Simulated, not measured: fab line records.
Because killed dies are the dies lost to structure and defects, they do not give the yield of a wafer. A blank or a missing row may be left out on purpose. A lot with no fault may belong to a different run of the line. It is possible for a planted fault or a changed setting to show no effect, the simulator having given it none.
Comparing a struck lot with a sound one	flow n5-finfet	15 out of 1938 route steps
Sound: the wafers L232.2, L232.3, L232.4. Struck: wafer L241.3. The cause comes at the end.
Per side, at each step with rows, come the tool, then ch with its chambers, and then its first start. Under that, the readings that differ: sound wafers	struck wafers	difference of the means	sigmas: that difference in standard deviations of wafers without a fault.
alike: readings with means less than 2 such deviations apart, plus words and numbers identical on both sides. not compared: withheld readings, readings lacking a value on some wafer, bounds such as >300 that could conceal the same value, and numbers that have no deviation in the record and whose values overlap.
Wherever a step has rows on one side only, a row that says differs or no value, or a row with sigmas, the two part there. Numbers that have no deviation but don't overlap get no sigmas and don't part them. A reading missing from all wafers of one side parts the sides only when that side holds two or more wafers.

N5_DUMMY_GATE_CD_MEAS_15: target cd 25.8 nm.
  sound on cd-sem-01 ch 0, day 4 10:34; struck on cd-sem-02 ch 0, day 6 14:36
  alike: cd-nm
N5_DUMMY_GATE_OVL_MEAS_16:
  sound on overlay-02 ch 0, day 4 10:36; struck on overlay-01 ch 0, day 6 14:39
  alike: GATE_OVL
N5_DUMMY_GATE_INSPECT_17: inspects for defects (brightfield).
  struck on defect-inspect-01, day 6 14:41; sound on defect-inspect-02, day 4 10:40
  alike: raw-defect-count
then, 2 steps without rows for these wafers: N5_DUMMY_GATE_DESCUM_20 (chemistry O2, time 6.2 s); N5_DUMMY_GATE_ETCH_29 (etches underlayer in N2/H2, target depth 13 nm).
N5_DUMMY_GATE_ETCH_36: etches SiARC in CF4, target depth 13 nm.
  sound on rie-diel-04 ch 0,1,3, day 4 10:47; struck on rie-diel-04 ch 3, day 6 14:50
reading	sound	struck	difference	sigmas
rf-fwd-power-W (W)	535.1 539.0 534.8	542.0	+5.7	+3
  alike: drypump-motor-current-A, oes-product-au, rf-vpp-V, showerhead-plenum-p-Torr, throttle-valve-pct
  not compared: rf-hours-counter-h
N5_DUMMY_GATE_ETCH_37: etches SOC in N2/H2, target depth 60 nm, overetch 30 nm.
  sound on rie-diel-04 ch 0,1,3, day 4 10:50; struck on rie-diel-04 ch 3, day 6 14:52
  alike: drypump-motor-current-A, oes-product-au, rf-fwd-power-W, rf-vpp-V, showerhead-plenum-p-Torr, throttle-valve-pct
  not compared: rf-hours-counter-h
then, 2 steps without rows for these wafers: N5_DUMMY_GATE_STRIP_38 (strips in N2/H2); N5_DUMMY_GATE_STRIP_39 (strips in N2/H2).
N5_DUMMY_GATE_TRIM_49: chemistry O2, time 29 s, target cd 14 nm.
  sound on rie-si-05 ch 0,1,3, day 4 10:55; struck on rie-si-06 ch 1, day 6 14:57
reading	sound	struck	difference	sigmas
rf-hours-counter-h (h)	114 127 115	145	+26	
  alike: drypump-motor-current-A, oes-product-au, throttle-valve-pct
N5_DUMMY_GATE_STRIP_40: strips in CF4.
  sound on rie-diel-04 ch 0,1,2, day 4 11:01; struck on rie-diel-01 ch 2, day 6 15:06
  alike: drypump-motor-current-A, oes-product-au, rf-vpp-V, showerhead-plenum-p-Torr, throttle-valve-pct
  not compared: rf-hours-counter-h
N5_DUMMY_GATE_CD_MEAS_50: target cd 14 nm.
  struck on cd-sem-02, day 6 15:09; sound on cd-sem-01, day 4 11:04
  alike: cd-nm
N5_DUMMY_GATE_ETCH_31: etches SiO2 in C4F6/O2, target depth 82.5 nm, time 27.5 s.
  sound on rie-diel-03 ch 1,2,3, day 4 11:08; struck on rie-diel-01 ch 2, day 6 15:12
reading	sound	struck	difference	sigmas
oes_f_703_au (a.u.)	0.92 0.74 0.77	1.01	+0.20	+3
oes_o_777_au (a.u.)	0.92 0.75 0.76	0.96	+0.15	+2
rf-fwd-power-W (W)	341.3 342.3 340.8	425.7	+84.2	+70
rf-vpp-V (V)	667 685 668	583	-90	-8
model.etch.depth-nm (nm)	85.81 80.47 80.83	88.14	+5.77	
model.SOC_of_DUMMY_GATE_COAT_34.thk-nm (nm)	51.6 52 52	51.4	-0.5	
  alike: drypump-motor-current-A, oes-product-au, showerhead-plenum-p-Torr, throttle-valve-pct
  not compared: rf-hours-counter-h
N5_DUMMY_GATE_STRIP_41: strips in O2.
  sound on rie-diel-03 ch 1,2,3, day 4 11:11; struck on rie-diel-01 ch 2, day 6 15:14
  alike: drypump-motor-current-A, oes-product-au, rf-vpp-V, showerhead-plenum-p-Torr, throttle-valve-pct
  not compared: rf-hours-counter-h
following that, these wafers have no rows for 1 step: N5_PASSIVATION_PROBE_49.

== WHERE THEY PART ==
First at N5_DUMMY_GATE_ETCH_36; last, within this record, at N5_DUMMY_GATE_ETCH_31. Later steps at which nothing parts them and some readings are alike: N5_DUMMY_GATE_STRIP_41.

WHY: the cause the simulator had injected
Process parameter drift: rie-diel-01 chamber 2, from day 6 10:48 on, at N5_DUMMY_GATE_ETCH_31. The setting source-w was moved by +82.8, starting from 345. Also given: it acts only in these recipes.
